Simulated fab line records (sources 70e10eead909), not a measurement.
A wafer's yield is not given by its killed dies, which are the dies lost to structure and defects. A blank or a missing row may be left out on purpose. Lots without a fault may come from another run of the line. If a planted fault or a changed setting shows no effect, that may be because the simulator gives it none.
Which of the tools did it? || flow nand_harc || 6 lots, 18 wafers sampled, at 5 steps of a route of 1302

WHAT THE GAUGES SHOWED, per wafer
NHARC_END_SORT_01.
{"lot": "L178", "measured": "day 31 15:59", "on": "prober-02", "killed_at_array": "154 121 149"}

WHICH TOOL RAN EACH LOT (tool, then ch and the chambers of the sampled wafers, then the start)
{"lot": "L162", "NHARC_A_WL_FILL_ETCHBACK_26": "rie_si-04 ch 2,3, day 21 20:49", "NHARC_A_BONDPAD_PVD_27": "pvd_sputter-01, day 24 16:01 or earlier", "NHARC_THIN_TSV_STRIP_62": "plasma_asher-01 ch 0,1, day 24 16:01", "NHARC_THIN_TSV_DESCUM_35": "rie_diel-09 ch 0,2, day 24 19:17"}
{"lot": "L165", "NHARC_A_WL_FILL_ETCHBACK_26": "rie_si-03 ch 0,1,2, day 23 03:46", "NHARC_A_BONDPAD_PVD_27": "pvd_sputter-03, day 26 03:10 or earlier", "NHARC_THIN_TSV_STRIP_62": "plasma_asher-01 ch 0,1, day 26 03:10", "NHARC_THIN_TSV_DESCUM_35": "rie_diel-12 ch 0,2,3, day 26 06:32"}
{"lot": "L167", "NHARC_A_WL_FILL_ETCHBACK_26": "rie_si-04 ch 0,1,3, day 24 06:29", "NHARC_A_BONDPAD_PVD_27": "pvd_sputter-02, day 27 04:30 or earlier", "NHARC_THIN_TSV_STRIP_62": "plasma_asher-02 ch 0,1, day 27 04:30", "NHARC_THIN_TSV_DESCUM_35": "rie_diel-12 ch 0,1,2, day 27 07:48"}
{"lot": "L178", "NHARC_A_WL_FILL_ETCHBACK_26": "rie_si-04 ch 0,1,3, day 28 06:17", "NHARC_A_BONDPAD_PVD_27": "pvd_sputter-01, day 31 02:07 or earlier", "NHARC_THIN_TSV_STRIP_62": "plasma_asher-01 ch 0,1, day 31 02:07", "NHARC_THIN_TSV_DESCUM_35": "rie_diel-09 ch 0,1,2, day 31 05:35"}
{"lot": "L181", "NHARC_A_WL_FILL_ETCHBACK_26": "rie_si-05 ch 0,3, day 29 18:02", "NHARC_A_BONDPAD_PVD_27": "pvd_sputter-01, day 32 14:08 or earlier", "NHARC_THIN_TSV_STRIP_62": "plasma_asher-02 ch 0,1, day 32 14:08", "NHARC_THIN_TSV_DESCUM_35": "rie_diel-09 ch 0,3, day 32 17:29"}
{"lot": "L184", "NHARC_A_WL_FILL_ETCHBACK_26": "rie_si-05 ch 0,2,3, day 31 07:08", "NHARC_A_BONDPAD_PVD_27": "pvd_sputter-03, day 34 00:10 or earlier", "NHARC_THIN_TSV_STRIP_62": "plasma_asher-01 ch 0,1, day 34 00:10", "NHARC_THIN_TSV_DESCUM_35": "rie_diel-09 ch 1,2,3, day 34 03:38"}
- NHARC_A_WL_FILL_ETCHBACK_26: etches the open film in HBr, target depth 52 nm, time 13.3 s.
- NHARC_A_BONDPAD_PVD_27: deposits Cu, target thk 30 nm, time 20.49 s.
- NHARC_THIN_TSV_STRIP_62: strips in N2/H2, time 20 s.
- NHARC_THIN_TSV_DESCUM_35: chemistry O2, time 3 s.

THE ANSWER, worked out from the rows above alone
Rule: what is usual is taken from the lots themselves. Put in order of their means at a reading, lots are off if they are a third of the lots or fewer, leave a main group of 4 or more, and stand apart from it by a gap of 3 or more times the standard deviation of the main group's means; of several such gaps the widest counts. A main group whose means are all the same, to the digits that the tables above print for the reading, isn't used. Also off: a lot with no number at a reading for which 4 or more lots have one. Where the step has rows for the other lots, those lots are counted as sound.
No lot is off on any of the readings shown, so nothing can be concluded from this.

WHAT THE SIMULATOR HAD INSERTED
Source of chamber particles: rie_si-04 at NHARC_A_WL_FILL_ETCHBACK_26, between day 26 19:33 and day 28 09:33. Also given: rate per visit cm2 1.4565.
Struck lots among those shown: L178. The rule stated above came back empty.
